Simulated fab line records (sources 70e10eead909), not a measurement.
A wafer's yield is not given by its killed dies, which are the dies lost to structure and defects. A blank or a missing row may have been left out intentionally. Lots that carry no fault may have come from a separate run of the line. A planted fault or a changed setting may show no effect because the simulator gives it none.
Matching of chambers | flow nand-harc | 4 sister chambers for NHARC_P_CONTACT_STRIP_28 on rie-diel-10
The step strips in O2. 14 wafers are shown with their chamber, then 7 later ones without.

## WAFERS PAIRED WITH THEIR CHAMBERS
wafer  | chamber | drypump-motor-current-A (A) | oes-product-au (a.u.) | rf-vpp-V (V)
L076.1 | 2       | 5.8                         | 1.002                 | 57.8
L076.2 | 1       | 5.9                         | 1.003                 | 58.8
L076.6 | 0       | 6.0                         | 0.996                 | 57.7
L081.2 | 2       | 5.7                         | 1.006                 | 57.2
L081.3 | 1       | 5.9                         | 1.009                 | 57.4
L081.5 | 2       | 5.8                         | 0.993                 | 57.6
L082.1 | 3       | 6.0                         | 0.988                 | 58.5
L082.2 | 1       | 5.9                         | 1.001                 | 57.0
L082.4 | 2       | 5.8                         | 0.989                 | 59.0
L083.1 | 0       | 6.0                         | 0.990                 | 56.7
L083.2 | 3       | 6.0                         | 0.991                 | 58.8
L083.6 | 2       | 5.8                         | 1.001                 | 58.5
L084.1 | 0       | 6.0                         | 0.999                 | 57.7
L084.2 | 3       | 6.0                         | 0.988                 | 58.5

SIGNATURES, as means of the wafers listed above
reading                 | chamber 0 | chamber 1 | chamber 2 | chamber 3 | scatter within a chamber
drypump-motor-current-A | 6.000     | 5.900     | 5.780     | 6.000     | 0.0283
oes-product-au          | 0.99500   | 1.00433   | 0.99820   | 0.98900   | 0.00527
rf-vpp-V                | 57.367    | 57.733    | 58.020    | 58.600    | 0.678
Rule: a wafer lies at a distance from a chamber equal to the root of the sum of squares, over the readings, of (its reading less the chamber's mean, divided by the reading's scatter). If the next closest chamber is less than 2 further off than the closest, the wafer can't be placed; otherwise it belongs to the closest. The scatter: the root of (the sum of the squares of (reading less its chamber's mean) over the shown wafers, divided by (wafers less chambers)).

## WAFERS WITH NO CHAMBER GIVEN
wafer  | drypump-motor-current-A (A) | oes-product-au (a.u.) | rf-vpp-V (V)
L084.6 | 5.8                         | 0.993                 | 58.8
L086.1 | 5.8                         | 0.986                 | 57.2
L086.3 | 6.0                         | 0.985                 | 58.0
L086.5 | 6.0                         | 0.989                 | 58.9
L095.1 | 6.0                         | 0.982                 | 58.7
L095.5 | 6.0                         | 0.987                 | 57.9
L095.6 | 6.0                         | 0.996                 | 58.5

## CHAMBER TAKEN BY EACH
wafer  | from the rows above     | in truth
L084.6 | 2                       | 2
L086.1 | 2                       | 2
L086.3 | can't be placed: 3 or 0 | 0
L086.5 | 3                       | 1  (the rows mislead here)
L095.1 | can't be placed: 3 or 0 | 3
L095.5 | can't be placed: 3 or 0 | 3
L095.6 | can't be placed: 3 or 0 | 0
2 of 7 placed correctly. From these rows, 4 cannot be placed; in 4 the true chamber is one of the candidates. Wrongly placed: 1.
